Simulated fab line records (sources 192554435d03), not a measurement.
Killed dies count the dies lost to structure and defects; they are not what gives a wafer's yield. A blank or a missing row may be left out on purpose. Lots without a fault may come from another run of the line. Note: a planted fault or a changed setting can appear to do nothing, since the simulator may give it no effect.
2 desks looking at one fault + flow n5Finfet + each desk holds nothing but its own numbers, with what lay behind them at the end

THE METROLOGY DESK
What the gauges read, lot by lot, whatever tool the lot ran on: means of the sampled wafers that have a number. Any lot whose mean is over 4 standard deviations away from the usual mean is out of limits and marked OUT; that distance is given in the brackets.
Columns: A = trenchDepthNm at N5_BEOL_M11_OCD_MEAS_38, usual 148.5 nm
| lot  | first seen here | A     |
|------|-----------------|-------|
| L466 | day 11 11:53    | 147.8 |
| L469 | day 11 21:23    | 150.1 |
| L467 | day 11 21:51    | 149.7 |
| L471 | day 12 06:17    | 148.1 |
| L472 | day 12 06:35    | 151.4 |
| L482 | day 15 02:30    | 148.6 |
| L486 | day 15 20:44    | 148.3 |
| L483 | day 15 20:54    | 147.4 |
| L487 | day 15 23:35    | 147.7 |
| L488 | day 17 00:39    | 150.5 |
This desk found nothing out of limits on any of the 10 lots.

DESK OF THE TOOL OWNER: rieDiel-01
The tool's own readings at N5_BEOL_M11_ETCH_41 (etches SiCN in CH3F/O2, target depth 42.6 nm, time 86 s): means of the sampled wafers that have a number, for each lot that ran on this tool. Any lot whose mean is over 4 standard deviations away from the usual mean is out of limits and marked OUT; that distance is given in the brackets.
Columns: A = drypumpMotorCurrentA at N5_BEOL_M11_ETCH_41, usual 5.9 A; B = oesProductAu at N5_BEOL_M11_ETCH_41, usual 0.79 a.u.; C = rfVppV at N5_BEOL_M11_ETCH_41, usual 297.0 V; D = runLengthS at N5_BEOL_M11_ETCH_41, usual 109.4 s; E = showerheadPlenumPTorr at N5_BEOL_M11_ETCH_41, usual 1.98 Torr; F = throttleValvePct at N5_BEOL_M11_ETCH_41, usual 16.36 %
| lot  | first seen here | A   | B    | C     | D                | E    | F     |
|------|-----------------|-----|------|-------|------------------|------|-------|
| L469 | day 11 21:14    | 6.1 | 0.76 | 297.3 | 109.5            | 1.97 | 16.44 |
| L467 | day 11 21:42    | 5.6 | 0.87 | 297.7 | 109.3            | 2.03 | 16.38 |
| L472 | day 12 06:26    | 6.2 | 0.82 | 296.9 | 109.1            | 1.96 | 16.45 |
| L482 | day 15 02:22    | 5.9 | 0.80 | 297.0 | 111.8 (+4.8) OUT | 1.98 | 16.46 |
| L483 | day 15 20:46    | 5.9 | 0.71 | 296.8 | 111.7 (+4.6) OUT | 1.98 | 16.50 |
Finding of this desk: L482, L483 out of limits; the first was L482 at day 15 02:22, on runLengthS at N5_BEOL_M11_ETCH_41. L469, L467, L472 stayed within limits.

TAKEN TOGETHER
An alarm could have come from the tool owner's desk at day 15 02:22, on L482, L483.
Metrology desk: nothing out of limits seen.
The metrology desk has L482, L483 on record, within its limits.
Every lot named ran N5_BEOL_M11_ETCH_41 on rieDiel-01.

WHAT HAD BEEN PUT IN BY THE SIMULATOR
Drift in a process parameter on rieDiel-01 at N5_BEOL_M11_ETCH_41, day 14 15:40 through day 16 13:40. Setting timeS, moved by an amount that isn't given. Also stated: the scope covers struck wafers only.
Struck lots among those shown: L482, L483.
Time in hours from fault onset to the first out-of-limits reading at each desk: the tool owner's desk, 11.
